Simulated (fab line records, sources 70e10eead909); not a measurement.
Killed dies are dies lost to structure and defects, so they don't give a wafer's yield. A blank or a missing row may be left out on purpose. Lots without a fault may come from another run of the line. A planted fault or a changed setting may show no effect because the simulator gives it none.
Which tool did it? | flow nand_harc | 6 lots, 18 wafers sampled, at 5 steps of a route of 1302

WHAT THE GAUGES READ, wafer by wafer
NHARC_END_SORT_01.
lot  | measured     | on        | killed_at_array
L373 | day 25 12:31 | prober-02 | 674 674 672

WHICH TOOL RAN EACH LOT (tool, then ch and the chambers of the sampled wafers, then the start)
lot  | NHARC_A_SLIT_DEP_00           | NHARC_A_WL_FILL_RTA_01           | NHARC_A_WL_FILL_ALD_02              | NHARC_A_WL_FILL_CVD_03
L372 | acl_dep-02 ch 0, day 20 06:24 | rtp_anneal-01 ch 0, day 21 01:05 | ald_metal-03 ch 0,1, day 21 01:17   | cvd_w-02 ch 0,1, day 21 01:44
L373 | acl_dep-02 ch 0, day 20 13:22 | rtp_anneal-01 ch 0, day 21 07:04 | ald_metal-01 ch 0,1,3, day 21 07:17 | cvd_w-02 ch 0,1, day 21 07:44
L378 | acl_dep-01 ch 0, day 23 13:25 | rtp_anneal-01 ch 0, day 24 06:46 | ald_metal-01 ch 1,2,3, day 24 06:58 | cvd_w-02 ch 0,1, day 24 07:24
L384 | acl_dep-03 ch 0, day 25 16:44 | rtp_anneal-02 ch 0, day 26 10:10 | ald_metal-03 ch 1,2, day 26 10:21   | cvd_w-02 ch 0,1, day 26 10:47
L385 | acl_dep-03 ch 0, day 26 20:47 | rtp_anneal-01 ch 0, day 27 14:12 | ald_metal-03 ch 1,3, day 27 14:25   | cvd_w-01 ch 0,1, day 27 15:28
L389 | acl_dep-02 ch 0, day 27 12:28 | rtp_anneal-01 ch 0, day 28 06:34 | ald_metal-03 ch 0,1,2, day 28 06:50 | cvd_w-01 ch 0,1, day 28 07:17
- NHARC_A_SLIT_DEP_00: deposits aC, target thk 6200 nm.
- NHARC_A_WL_FILL_RTA_01: time 5 s.
- NHARC_A_WL_FILL_ALD_02: deposits TiN, target thk 2 nm, pulse time 3 s, ald cycles 100.
- NHARC_A_WL_FILL_CVD_03: deposits W, target thk 40 nm, time 279 s.

THE ANSWER, worked out from the rows above alone
Rule: what is usual is taken from the lots themselves. Put in order of their means at a reading, lots are off if they are a third of the lots or fewer, leave a main group of 4 or more, and stand apart from it by a gap of 3 or more times the standard deviation of the main group's means; of several such gaps the widest counts. A main group whose means are all the same, to the digits that the tables above print for the reading, isn't used. A lot without any number at a reading at which 4 lots or more have one is off too. The other lots that the step has rows for count as sound.
No lot is off at any reading shown: from this, nothing can be told.

WHAT THE SIMULATOR HAD PUT IN
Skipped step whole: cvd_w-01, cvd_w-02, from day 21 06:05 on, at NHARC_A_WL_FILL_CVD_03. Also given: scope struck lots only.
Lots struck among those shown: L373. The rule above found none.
